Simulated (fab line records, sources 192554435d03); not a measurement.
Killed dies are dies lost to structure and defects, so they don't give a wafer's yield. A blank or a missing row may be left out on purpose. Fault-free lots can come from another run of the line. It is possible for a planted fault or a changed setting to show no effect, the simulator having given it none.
fab line records    flow n5_finfet
record: lots: 7  wafers: 21
route steps=1938 shown SD_EPI_P@300 SD_ACTIVATION@330 HKMG_FIN@386 GATE_CUT@490
start_h: hours from the record's opening day to when the first of the lot's shown wafers began    wait_h: hours since the lot's step before    " unchanged from the row above    L1.1+2: one row covering several wafers at once    - either no value or no given start    * or withheld: withheld    < > ~ a bound
route shown NAME@n: NAME is a module with steps in the file, n the number in the route of the first one    usual: the fault-free wafers' mean and standard deviation    same: alike in all rows    chamber/n: place in a boat    sites: readings site by site    _std_site: the standard deviation of these    _edge_site: mean of outer sites minus mean of inner sites    radius_mm: for every site, how far away it sits from the centre of the wafer    mask NAME#n: copy n    behind: the most recent tool/chamber to have shaped the wafer    hold: why the lot was held/for how many hours/how that ended    device: transistor that didn't switch, given as n, p or np    end of line: tests run on the same wafers once the route is complete    for a step that has no rows: nothing shown but its recipe    killed: dies that structure and defects cost at the first sort, which is not the same as the wafer's yield    map: per-die view of a wafer (x killed, . not killed, _ where there is no die)
set.NAME: the setting as run; set.NAME@STEP: as run at that earlier step    model.NAME: the simulator's own value behind a step, which no gauge read
lots run with intentionally changed settings; tables by step, rows by wafer
== steps ==
step: N5_SD_EPI_P_EXPOSE_06
recipe: mask_id: SD_P_BLK  na: 1.35  source_shape: conventional  sigma_outer: 0.8  polarization: unpolarized  target_cd_nm: 240  dose_mj: 39.5
lot.wafer   tool             chamber  start_h  wait_h  mask        set.dose_mj
L074.1+4    arfi_scanner-03  0        58.43    -       SD_P_BLK#0  37.91
L074.5      "                0        "        "       SD_P_BLK#0  39.5
L080.2+5    arfi_scanner-01  0        89.68    -       SD_P_BLK#0  39.5
L080.4      "                0        "        "       SD_P_BLK#0  37.04
L081.2+5+6  arfi_scanner-03  0        95.16    -       SD_P_BLK#0  39.5
L085.3      arfi_scanner-01  0        122.20   -       SD_P_BLK#0  40.41
L085.4+6    "                0        "        "       SD_P_BLK#0  39.5
L087.1+2+4  arfi_scanner-03  0        130.39   -       SD_P_BLK#0  39.5
L091.1+2    arfi_scanner-01  0        158.00   -       SD_P_BLK#0  39.5
L091.6      "                0        "        "       SD_P_BLK#0  37.57
L095.2+3    arfi_scanner-03  0        180.22   -       SD_P_BLK#0  39.5
L095.6      "                0        "        "       SD_P_BLK#0  41.58
step: N5_SD_EPI_P_PEB_07
recipe: peb_temp_c: 110  peb_time_s: 60  resist: CAR-ArF-block
step: N5_SD_EPI_P_DEVELOP_08
recipe: develop_time_s: 30  developer: TMAH  resist: CAR-ArF-block  dev_temp_c: 23  rinse_liquid: diw  dry: air_spin
step: N5_SD_EPI_P_CD_MEAS_09
recipe: target_cd_nm: 240  landing_energy_ev: 500  detector: se_inlens
usual: cd_nm: 240.0/0.79
lot.wafer  tool       chamber  start_h  wait_h  set.dose_mj@SD_EPI_P_EXPOSE_06  cd_nm
L074.1     cd_sem-01  0        58.55    -       37.91                           237.2
L074.4     "          0        "        "       37.91                           235.6
L074.5     "          0        "        "       39.5                            238.2
L080.2     cd_sem-02  0        89.80    -       39.5                            240.2
L080.4     "          0        "        "       37.04                           235.4
L080.5     "          0        "        "       39.5                            239.7
L081.2     cd_sem-01  0        95.28    -       39.5                            240.1
L081.5     "          0        "        "       39.5                            240.1
L081.6     "          0        "        "       39.5                            239.4
L085.3     cd_sem-03  0        122.31   -       40.41                           242.5
L085.4     "          0        "        "       39.5                            240.4
L085.6     "          0        "        "       39.5                            240.6
L087.1     cd_sem-02  0        130.52   -       39.5                            241.3
L087.2     "          0        "        "       39.5                            241.4
L087.4     "          0        "        "       39.5                            241.2
L091.1     cd_sem-02  0        158.13   -       39.5                            239.9
L091.2     "          0        "        "       39.5                            241.3
L091.6     "          0        "        "       37.57                           237.4
L095.2     cd_sem-01  0        180.34   -       39.5                            239.7
L095.3     "          0        "        "       39.5                            240.0
L095.6     "          0        "        "       41.58                           243.8
step: N5_SD_EPI_P_DESCUM_14
recipe: chemistry: O2  time_s: 7.9  source_power_w: 50  bias_power_w: 20  pressure_mtorr: 20  rf_frequency_hz: 2.712e+07  temp_c: 40  resist: CAR-ArF-block  o2_flow_sccm: 225
lot.wafer   tool         chamber  start_h  wait_h  set.dose_mj@SD_EPI_P_EXPOSE_06  model.SD_EPI_P.cd_nm
L074.1      rie_diel-04  0        58.64    0.0     37.91                           237.2
L074.4      "            0        "        "       37.91                           235.6
L074.5      "            1        "        "       39.5                            238.2
L080.2      rie_diel-04  2        89.99    0.1     39.5                            240.4
L080.4      "            0        "        "       37.04                           235.4
L080.5      "            2        "        "       39.5                            239.8
L081.2+5    rie_diel-04  1,2      95.37    0.0     39.5                            240.2
L081.6      "            0        "        "       39.5                            239.8
L085.3      rie_diel-04  0        122.40   0.0     40.41                           242.4
L085.4      "            2        "        "       39.5                            240.6
L085.6      "            0        "        "       39.5                            240.8
L087.1+2+4  rie_diel-05  3,2,0    130.64   0.1     39.5                            241.2
L091.1      rie_diel-04  1        158.22   0.0     39.5                            240.2
L091.2      "            3        "        "       39.5                            241.4
L091.6      "            0        "        "       37.57                           237
L095.2      rie_diel-06  3        180.47   0.1     39.5                            240
L095.3      "            2        "        "       39.5                            240.2
L095.6      "            0        "        "       41.58                           243.8
step: N5_SD_EPI_P_ETCH_36
recipe: chemistry: CF4  target: SiARC  target_depth_a: 455  mask_material: CAR-ArF-block  time_s: 75.8  ion_energy_ev: 80  pressure_mtorr: 40  source_w: 545  bias_w: 36  Ar_flow_sccm: 100  cf4_flow_sccm: 100  ends: cleared
lot.wafer  tool         chamber  start_h  wait_h  set.dose_mj@SD_EPI_P_EXPOSE_06  model.SD_EPI_P.cd_nm
L074.1     rie_diel-04  0        58.67    0.0     37.91                           237.2
L074.4     "            0        "        "       37.91                           235.6
L074.5     "            1        "        "       39.5                            238.2
L080.2     rie_diel-04  2        90.02    0.0     39.5                            240.2
L080.4     "            0        "        "       37.04                           235.2
L080.5     "            2        "        "       39.5                            239.6
L081.2+5   rie_diel-04  1,2      95.41    0.0     39.5                            240.2
L081.6     "            0        "        "       39.5                            239.8
L085.3     rie_diel-04  0        122.43   0.0     40.41                           242.4
L085.4     "            2        "        "       39.5                            240.6
L085.6     "            0        "        "       39.5                            240.8
L087.1+4   rie_diel-05  3,0      130.68   0.0     39.5                            241.2
L087.2     "            2        "        "       39.5                            241.4
L091.1     rie_diel-04  1        158.25   0.0     39.5                            240.4
L091.2     "            3        "        "       39.5                            241.4
L091.6     "            0        "        "       37.57                           236.8
L095.2     rie_diel-06  3        180.51   0.0     39.5                            239.8
L095.3     "            2        "        "       39.5                            240.2
L095.6     "            0        "        "       41.58                           243.6
step: N5_SD_EPI_P_ETCH_37
recipe: chemistry: N2/H2  target: SOC  overetch_a: 1080  mask_material: SiARC  temp_c: 40  ion_energy_ev: 100  source_w: 3000  bias_w: 133  pressure_mtorr: 20  time_s: 486  n2_flow_sccm: 200  h2_flow_sccm: 200  ends: end_point
lot.wafer  tool         chamber  start_h  wait_h  set.dose_mj@SD_EPI_P_EXPOSE_06  model.SD_EPI_P.cd_nm
L074.1     rie_diel-04  0        58.73    0.0     37.91                           237.6
L074.4     "            0        "        "       37.91                           237
L074.5     "            1        "        "       39.5                            238.4
L080.2     rie_diel-04  2        90.08    0.0     39.5                            240.8
L080.4     "            0        "        "       37.04                           235
L080.5     "            2        "        "       39.5                            239.2
L081.2     rie_diel-04  1        95.46    0.0     39.5                            240
L081.5     "            2        "        "       39.5                            239.8
L081.6     "            0        "        "       39.5                            240.2
L085.3     rie_diel-04  0        122.49   0.0     40.41                           243
L085.4     "            2        "        "       39.5                            240.2
L085.6     "            0        "        "       39.5                            241.6
L087.1     rie_diel-05  3        130.73   0.0     39.5                            241.4
L087.2     "            2        "        "       39.5                            242.4
L087.4     "            0        "        "       39.5                            240.8
L091.1     rie_diel-04  1        158.31   0.0     39.5                            240.4
L091.2     "            3        "        "       39.5                            242.8
L091.6     "            0        "        "       37.57                           238.6
L095.2     rie_diel-06  3        180.56   0.0     39.5                            240.4
L095.3     "            2        "        "       39.5                            239.8
L095.6     "            0        "        "       41.58                           243.4
step: N5_SD_EPI_P_STRIP_38
recipe: chemistry: N2/H2  temp_c: 40  n2_flow_sccm: 200  h2_flow_sccm: 200  rf_frequency_hz: 6e+07
step: N5_SD_EPI_P_ETCHBACK_46
recipe: chemistry: CH3F/O2  mode: anisotropic_etchback  target: SiNx  target_depth_a: 175  stop_on: SiO2  over_etch_frac: 0.3  ion_energy_ev: 120  pressure_mtorr: 30  source_w: 395  bias_w: 73  Ar_flow_sccm: 150  CH3F_flow_sccm: 30  O2_flow_sccm: 20
lot.wafer  tool         chamber  start_h  wait_h  set.dose_mj@SD_EPI_P_EXPOSE_06  model.SD_EPI_P.cd_nm
L074.1     rie_diel-04  0        59.05    0.0     37.91                           237.8
L074.4     "            0        "        "       37.91                           237
L074.5     "            1        "        "       39.5                            238.4
L080.2     rie_diel-04  2        90.40    0.0     39.5                            240.8
L080.4     "            0        "        "       37.04                           235
L080.5     "            2        "        "       39.5                            239.2
L081.2+5   rie_diel-04  1,2      95.79    0.0     39.5                            240
L081.6     "            0        "        "       39.5                            240.4
L085.3     rie_diel-04  0        122.81   0.0     40.41                           243
L085.4     "            2        "        "       39.5                            240.2
L085.6     "            0        "        "       39.5                            241.6
L087.1     rie_diel-05  3        131.06   0.0     39.5                            241.4
L087.2     "            2        "        "       39.5                            242.4
L087.4     "            0        "        "       39.5                            240.8
L091.1     rie_diel-04  1        158.63   0.0     39.5                            240.4
L091.2     "            3        "        "       39.5                            243
L091.6     "            0        "        "       37.57                           238.6
L095.2     rie_diel-06  3        180.89   0.0     39.5                            240.4
L095.3     "            2        "        "       39.5                            240
L095.6     "            0        "        "       41.58                           243.4
step: N5_SD_EPI_P_ETCH_47
recipe: chemistry: CH3F/O2  target: SiOCN  target_depth_a: 250  mask_material: SOC  ion_energy_ev: 60  bias_w: 29  pressure_mtorr: 30  source_w: 410  Ar_flow_sccm: 150  CH3F_flow_sccm: 30  O2_flow_sccm: 20
step: N5_SD_EPI_P_ETCH_16
recipe: chemistry: CHF3/O2  target: SiO2  target_depth_a: 50  mask_material: SOC  pressure_mtorr: 30  source_w: 650  bias_w: 170  Ar_flow_sccm: 200  CHF3_flow_sccm: 50  O2_flow_sccm: 5  ion_energy_ev: 200
step: N5_SD_ACTIVATION_RTA_00
recipe: temp_c: 975  time_s: 0  ambient: N2  idle_temp_c: 600  ramp_up_c_per_s: 150  ramp_down_c_per_s: 60  cool_to_c: 600
step: N5_SD_ACTIVATION_LSA_01
recipe: temp_c: 1080  time_s: 0.0008  ambient: N2
step: N5_SD_ACTIVATION_RS_MEAS_03
recipe: thk_meas_gauge: four-point-probe
usual: RS_SD_N: 21.79/0.27  RS_SD_P: 55.5/0.83
lot.wafer  tool           chamber  start_h  wait_h  set.temp_c@SD_EPI_N_EPI_21  RS_SD_N[ohm/sq]  RS_SD_P[ohm/sq]
L074.1     film_metro-01  -        63.64    0.2     680                         22.08            54.2
L074.4     "              -        "        "       680                         22.21            55.0
L074.5     "              -        "        "       676.6                       23.43            54.8
L080.2     film_metro-02  -        94.28    0.2     680                         21.81            56.0
L080.4     "              -        "        "       681.9                       21.08            56.1
L080.5     "              -        "        "       681.9                       21.37            56.4
L081.2     film_metro-02  -        99.58    0.2     684.7                       20.14            55.7
L081.5     "              -        "        "       680                         22.09            54.6
L081.6     "              -        "        "       684.7                       20.08            55.1
L085.3     film_metro-01  -        126.60   0.2     680                         21.61            55.8
L085.4     "              -        "        "       680                         21.74            55.9
L085.6     "              -        "        "       680                         21.92            56.3
L087.1     film_metro-01  -        134.82   0.2     680                         21.79            55.8
L087.2     "              -        "        "       680                         22.10            56.3
L087.4     "              -        "        "       680                         22.04            56.3
L091.1     film_metro-01  -        163.34   0.2     681.6                       21.39            55.2
L091.2     "              -        "        "       681.6                       21.43            55.6
L091.6     "              -        "        "       680                         22.23            54.7
L095.2     film_metro-02  -        184.68   0.2     680                         21.47            55.6
L095.3     "              -        "        "       680                         21.78            55.6
L095.6     "              -        "        "       680                         21.43            55.6
step: N5_HKMG_FIN_HK_ALD_01
recipe: material: HfO2  target_thk_a: 16  temp_c: withheld  ald_precursor_family: HfCl4  ald_co_reactant: H2O  pulse_time_s: 3  purge_time_s: 3  co_reactant_purge_time_s: 2.5  co_reactant_pulse_time_s: 0.3  ald_cycles: 30
lot.wafer   tool       chamber  start_h  wait_h  set.ald_cycles
L074.1+4+5  ald_hk-03  3,0,3    75.77    0.0     27
L080.2+4    ald_hk-02  2,3      106.30   0.0     30
L080.5      "          2        "        "       26
L081.2+5    ald_hk-03  0,3      111.37   0.0     34
L081.6      "          2        "        "       30
L085.3+4    ald_hk-02  2,3      138.66   0.0     30
L085.6      "          2        "        "       28
L087.1+2+4  ald_hk-03  1,2,3    148.12   0.0     30
L091.1+2+6  ald_hk-01  3,1,1    175.28   0.0     30
L095.2+6    ald_hk-02  0,3      197.62   0.0     32
L095.3      "          1        "        "       30
step: N5_HKMG_FIN_EXPOSE_46
recipe: mask_id: NDIPOLE  na: 1.35  source_shape: conventional  sigma_outer: 0.8  polarization: unpolarized  dose_mj: 40
lot.wafer   tool             chamber  start_h  wait_h  mask       set.dose_mj
L074.1+4+5  arfi_scanner-01  0        76.63    -       NDIPOLE#0  40
L080.2+4+5  arfi_scanner-01  0        107.21   -       NDIPOLE#0  40
L081.2      arfi_scanner-02  0        112.19   -       NDIPOLE#0  42.88
L081.5+6    "                0        "        "       NDIPOLE#0  40
L085.3+4    arfi_scanner-02  0        139.65   -       NDIPOLE#0  40.78
L085.6      "                0        "        "       NDIPOLE#0  40
L087.1+2+4  arfi_scanner-02  0        148.95   -       NDIPOLE#0  40
L091.1+6    arfi_scanner-03  0        176.10   -       NDIPOLE#0  40
L091.2      "                0        "        "       NDIPOLE#0  42.91
L095.2+3+6  arfi_scanner-02  0        198.32   -       NDIPOLE#0  41
step: N5_HKMG_FIN_PEB_47
recipe: peb_temp_c: withheld  peb_time_s: 60  resist: CAR-ArF
lot.wafer   tool            chamber  start_h  wait_h  set.peb_time_s
L074.1+5    litho_track-04  0        76.69    0.1     53.8
L074.4      "               0        "        "       60
L080.2+4+5  litho_track-05  0        107.26   0.0     60
L081.2+5    litho_track-04  0        112.24   0.0     51.91
L081.6      "               0        "        "       60
L085.3      litho_track-05  0        139.69   0.0     68.68
L085.4+6    "               0        "        "       60
L087.1+2+4  litho_track-03  0        149.01   0.1     60
L091.1      litho_track-04  0        176.16   0.1     60
L091.2+6    "               0        "        "       63.38
L095.2      litho_track-05  0        198.37   0.0     60
L095.3+6    "               0        "        "       71.14
step: N5_HKMG_FIN_DEVELOP_48
recipe: develop_time_s: 30  developer: TMAH  resist: CAR-ArF  rinse_liquid: diw  dry: air_spin  dev_temp_c: 23
step: N5_HKMG_FIN_CD_MEAS_49
recipe: target_cd_nm: 202  landing_energy_ev: 500  detector: se_inlens  polarity: opening
usual: cd_nm: 202.1/0.62
lot.wafer  tool       chamber  start_h  wait_h  set.dose_mj@HKMG_FIN_EXPOSE_46  set.peb_time_s@HKMG_FIN_PEB_47  cd_nm
L074.1     cd_sem-01  0        76.75    -       40                              53.8                            199.0
L074.4     "          0        "        "       40                              60                              202.2
L074.5     "          0        "        "       40                              53.8                            199.2
L080.2     cd_sem-02  0        107.33   -       40                              60                              202.2
L080.4     "          0        "        "       40                              60                              202.3
L080.5     "          0        "        "       40                              60                              201.8
L081.2     cd_sem-02  0        112.31   -       42.88                           51.91                           202.3
L081.5     "          0        "        "       40                              51.91                           197.3
L081.6     "          0        "        "       40                              60                              203.4
L085.3     cd_sem-03  0        139.76   -       40.78                           68.68                           206.9
L085.4     "          0        "        "       40.78                           60                              202.8
L085.6     "          0        "        "       40                              60                              201.0
L087.1     cd_sem-01  0        149.08   -       40                              60                              202.0
L087.2     "          0        "        "       40                              60                              200.8
L087.4     "          0        "        "       40                              60                              202.0
L091.1     cd_sem-01  0        176.22   -       40                              60                              202.7
L091.2     "          0        "        "       42.91                           63.38                           209.1
L091.6     "          0        "        "       40                              63.38                           204.2
L095.2     cd_sem-01  0        198.44   -       41                              60                              203.3
L095.3     "          0        "        "       41                              71.14                           209.0
L095.6     "          0        "        "       41                              71.14                           208.8
step: N5_HKMG_FIN_DESCUM_53
recipe: chemistry: O2  time_s: 7.9  source_power_w: 50  bias_power_w: 20  pressure_mtorr: 20  rf_frequency_hz: 2.712e+07  temp_c: 40  resist: CAR-ArF  o2_flow_sccm: 225
step: N5_HKMG_FIN_ETCH_54
recipe: chemistry: CF4  target: SiARC  target_depth_a: 455  mask_material: CAR-ArF  time_s: 75.8  ion_energy_ev: 80  pressure_mtorr: 40  source_w: 545  bias_w: 36  Ar_flow_sccm: 100  cf4_flow_sccm: 100  ends: cleared
lot.wafer  tool         chamber  start_h  wait_h  set.dose_mj@HKMG_FIN_EXPOSE_46  set.peb_time_s@HKMG_FIN_PEB_47  model.HKMG_FIN.cd_offset_nm
L074.1     rie_diel-01  3        76.97    0.0     40                              53.8                            -3.2
L074.4     "            3        "        "       40                              60                              0
L074.5     "            2        "        "       40                              53.8                            -2.8
L080.2     rie_diel-02  0        107.45   0.0     40                              60                              0
L080.4+5   "            1,3      "        "       40                              60                              0.2
L081.2     rie_diel-01  0        112.45   0.0     42.88                           51.91                           0.2
L081.5     "            0        "        "       40                              51.91                           -4.8
L081.6     "            3        "        "       40                              60                              1.2
L085.3     rie_diel-01  1        140.17   0.0     40.78                           68.68                           4
L085.4     "            0        "        "       40.78                           60                              0.6
L085.6     "            1        "        "       40                              60                              -1.2
L087.1     rie_diel-03  3        149.20   0.0     40                              60                              0
L087.2     "            1        "        "       40                              60                              -1.2
L087.4     "            2        "        "       40                              60                              -0.6
L091.1     rie_diel-03  3        176.35   0.0     40                              60                              0.4
L091.2     "            2        "        "       42.91                           63.38                           6.6
L091.6     "            3        "        "       40                              63.38                           2.6
L095.2     rie_diel-02  1        198.56   0.0     41                              60                              1.6
L095.3     "            0        "        "       41                              71.14                           6.6
L095.6     "            1        "        "       41                              71.14                           6.8
step: N5_HKMG_FIN_ETCH_55
recipe: chemistry: N2/H2  target: SOC  target_depth_a: 2400  temp_c: 40  time_s: 300  ion_energy_ev: 200  mask_material: SiARC  pressure_mtorr: 30  source_w: 840  bias_w: 150  n2_flow_sccm: 200  h2_flow_sccm: 200
step: N5_HKMG_FIN_STRIP_56
recipe: chemistry: N2/H2  temp_c: 40  n2_flow_sccm: 200  h2_flow_sccm: 200  rf_frequency_hz: 6e+07
step: N5_HKMG_FIN_WET_ETCH_82
recipe: chemistry: dHCl  mix: 1:10000  temp_c: 25  target: La2O3  stop_on: HfO2  target_depth_nm: 2  dry: ipa_marangoni  rinse_time_s: 30  rinse_temp_c: 23
step: N5_HKMG_FIN_ALD_36
recipe: material: TiN  target_thk_a: 10  temp_c: 400  ald_precursor_family: TiCl4  ald_co_reactant: NH3  pulse_time_s: 1  purge_time_s: 3  co_reactant_purge_time_s: 2  co_reactant_pulse_time_s: 2  ald_cycles: 47  pressure_torr: 3
step: N5_HKMG_FIN_THK_MEAS_70
recipe: thk_meas_gauge: xrf  reads: HfO2_of_HKMG_FIN_HK_ALD_01
usual: HK_THK: 1.584/0.021
lot.wafer  tool           chamber  start_h  wait_h  set.ald_cycles@HKMG_FIN_HK_ALD_01  HK_THK[nm]
L074.1     film_metro-02  -        79.44    0.2     27                                 1.410
L074.4     "              -        "        "       27                                 1.399
L074.5     "              -        "        "       27                                 1.439
L080.2     film_metro-02  -        110.00   0.2     30                                 1.623
L080.4     "              -        "        "       30                                 1.639
L080.5     "              -        "        "       26                                 1.330
L081.2     film_metro-02  -        115.12   0.2     34                                 1.831
L081.5     "              -        "        "       34                                 1.833
L081.6     "              -        "        "       30                                 1.624
L085.3     film_metro-02  -        142.55   0.2     30                                 1.581
L085.4     "              -        "        "       30                                 1.609
L085.6     "              -        "        "       28                                 1.517
L087.1     film_metro-02  -        151.57   0.2     30                                 1.555
L087.2     "              -        "        "       30                                 1.550
L087.4     "              -        "        "       30                                 1.592
L091.1     film_metro-01  -        178.73   0.2     30                                 1.567
L091.2     "              -        "        "       30                                 1.571
L091.6     "              -        "        "       30                                 1.567
L095.2     film_metro-02  -        200.96   0.2     32                                 1.682
L095.3     "              -        "        "       30                                 1.582
L095.6     "              -        "        "       32                                 1.720
step: N5_GATE_CUT_DESCUM_18
recipe: chemistry: O2  time_s: 7  source_power_w: 50  bias_power_w: 20  pressure_mtorr: 20  rf_frequency_hz: 2.712e+07  temp_c: 40  resist: CAR-EUV  o2_flow_sccm: 225
lot.wafer   tool         chamber  start_h  wait_h  set.time_s  model.CAR-EUV_of_GATE_CUT_COAT_07.thk_nm
L074.1+4+5  rie_diel-06  1,1,2    89.50    0.0     7           26.2
L080.2+4+5  rie_diel-06  0,1,2    119.10   0.0     7           26
L081.2+5+6  rie_diel-04  2,0,2    124.46   0.0     7           26
L085.3+4+6  rie_diel-05  0,1,1    151.99   0.1     7           26
L087.1+4    rie_diel-06  3,1      160.83   0.0     7           26
L087.2      "            2        "        "       7           25.8
L091.1+2    rie_diel-04  0,3      187.94   0.0     7           26
L091.6      "            2        "        "       7.758       25.6
L095.2      rie_diel-04  3        210.16   0.0     7           26.2
L095.3      "            2        "        "       7           26
L095.6      "            1        "        "       5.937       26.6
step: N5_GATE_CUT_ETCH_28
recipe: chemistry: N2/H2  target: underlayer  target_depth_a: 130  mask_material: CAR-EUV  time_s: 10.4  ion_energy_ev: 200  pressure_mtorr: 30  source_w: 840  bias_w: 150  n2_flow_sccm: 200  h2_flow_sccm: 200  ends: cleared
step: N5_GATE_CUT_ETCH_36
recipe: chemistry: CF4  target: SiARC  target_depth_a: 130  mask_material: CAR-EUV  time_s: 21.7  ion_energy_ev: 80  pressure_mtorr: 40  source_w: 545  bias_w: 36  Ar_flow_sccm: 100  cf4_flow_sccm: 100  ends: cleared
lot.wafer   tool         chamber  start_h  wait_h  set.time_s@GATE_CUT_DESCUM_18  model.CAR-EUV_of_GATE_CUT_COAT_07.thk_nm
L074.1+4+5  rie_diel-06  1,1,2    89.56    0.0     7                              7
L080.2+4    rie_diel-06  0,1      119.16   0.0     7                              6.8
L080.5      "            2        "        "       7                              7
L081.2+5+6  rie_diel-04  2,0,2    124.52   0.0     7                              6.8
L085.3+4    rie_diel-05  0,1      152.05   0.0     7                              7
L085.6      "            1        "        "       7                              6.8
L087.1+2+4  rie_diel-06  3,2,1    160.89   0.0     7                              6.8
L091.1+2    rie_diel-04  0,3      188.00   0.0     7                              7
L091.6      "            2        "        "       7.758                          6.4
L095.2+3    rie_diel-04  3,2      210.22   0.0     7                              7
L095.6      "            1        "        "       5.937                          7.6
step: N5_GATE_CUT_CUT_ETCH_54
recipe: chemistry: Cl2/BCl3  target: TiN  mask_material: SiO2  target_depth_a: 967  pressure_mtorr: 10  icp_w: 1000  bias_w: 126  Cl2_flow_sccm: 53.25  bcl3_flow_sccm: 21.75  Ar_flow_sccm: 25  ends: cleared
usual: etch_rf_on_time_s: 36.4/0.44
lot.wafer  tool          chamber  start_h  wait_h  set.icp_w  etch_rf_on_time_s
L074.1     rie_metal-03  0        89.95    0.0     1076       33.3
L074.4     "             1        "        "       1000       36.6
L074.5     "             0        "        "       1076       33.3
L080.2     rie_metal-02  0        119.56   0.0     1000       36.2
L080.4     "             1        "        "       1000       37.0
L080.5     "             0        "        "       1000       36.4
L081.2     rie_metal-03  1        124.92   0.0     1000       36.5
L081.5     "             1        "        "       1000       36.6
L081.6     "             0        "        "       824.6      42.2
L085.3     rie_metal-03  1        152.46   0.0     1000       35.9
L085.4     "             0        "        "       1000       35.5
L085.6     "             0        "        "       1000       35.4
L087.1     rie_metal-02  1        161.31   0.0     1000       37.2
L087.2     "             0        "        "       1000       36.2
L087.4     "             0        "        "       1000       36.5
L091.1     rie_metal-01  0        188.40   0.0     945.8      38.3
L091.2     "             1        "        "       945.8      37.9
L091.6     "             0        "        "       1000       36.8
L095.2     rie_metal-02  1        210.62   0.0     1000       36.7
L095.3     "             0        "        "       1000       36.0
L095.6     "             0        "        "       1000       36.0
== key ==
split: step: N5_SD_EPI_P_EXPOSE_06  setting: dose_mj  stated: 39.5  by: wafer
response: step: N5_SD_EPI_P_CD_MEAS_09  reading: cd_nm  change: +0.68  per: 1%  r: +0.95
response: step: N5_SD_EPI_P_DESCUM_14  reading: model.SD_EPI_P.cd_nm  change: +0.701  per: 1%  r: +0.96
response: step: N5_SD_EPI_P_ETCH_36  reading: model.SD_EPI_P.cd_nm  change: +0.71  per: 1%  r: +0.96
response: step: N5_SD_EPI_P_ETCH_37  reading: model.SD_EPI_P.cd_nm  change: +0.647  per: 1%  r: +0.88
response: step: N5_SD_EPI_P_ETCHBACK_46  reading: model.SD_EPI_P.cd_nm  change: +0.643  per: 1%  r: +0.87
split: step: N5_HKMG_FIN_HK_ALD_01  setting: ald_cycles  stated: 30  by: wafer
response: step: N5_HKMG_FIN_THK_MEAS_70  reading: HK_THK  change: +0.0182  per: 1%  r: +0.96
split: step: N5_HKMG_FIN_EXPOSE_46  setting: dose_mj  stated: 40  by: wafer
response: step: N5_HKMG_FIN_CD_MEAS_49  reading: cd_nm  slope: +0.616  per: 1%  together_with: peb_time_s@HKMG_FIN_PEB_47  explained: 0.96
response: step: N5_HKMG_FIN_ETCH_54  reading: model.HKMG_FIN.cd_offset_nm  slope: +0.576  per: 1%  together_with: peb_time_s@HKMG_FIN_PEB_47  explained: 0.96
split: step: N5_HKMG_FIN_PEB_47  setting: peb_time_s  stated: 60  by: wafer
response: step: N5_HKMG_FIN_CD_MEAS_49  reading: cd_nm  slope: +0.329  per: 1%  together_with: dose_mj@HKMG_FIN_EXPOSE_46  explained: 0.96
response: step: N5_HKMG_FIN_ETCH_54  reading: model.HKMG_FIN.cd_offset_nm  slope: +0.305  per: 1%  together_with: dose_mj@HKMG_FIN_EXPOSE_46  explained: 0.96
split: step: N5_GATE_CUT_DESCUM_18  setting: time_s  stated: 7  by: wafer
response: step: N5_GATE_CUT_DESCUM_18  reading: model.CAR-EUV_of_GATE_CUT_COAT_07.thk_nm  change: -0.0343  per: 1%  r: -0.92
response: step: N5_GATE_CUT_ETCH_36  reading: model.CAR-EUV_of_GATE_CUT_COAT_07.thk_nm  change: -0.0449  per: 1%  r: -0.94
split: step: N5_GATE_CUT_CUT_ETCH_54  setting: icp_w  stated: 1000  by: wafer
response: step: N5_GATE_CUT_CUT_ETCH_54  reading: etch_rf_on_time_s  change: *  per: 1%  r: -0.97
split outside_this_file step=N5_SD_EPI_N_EPI_21 setting=temp_c
split outside_this_file: this setting was split too, and the file shows its column; the key of that split is in another file
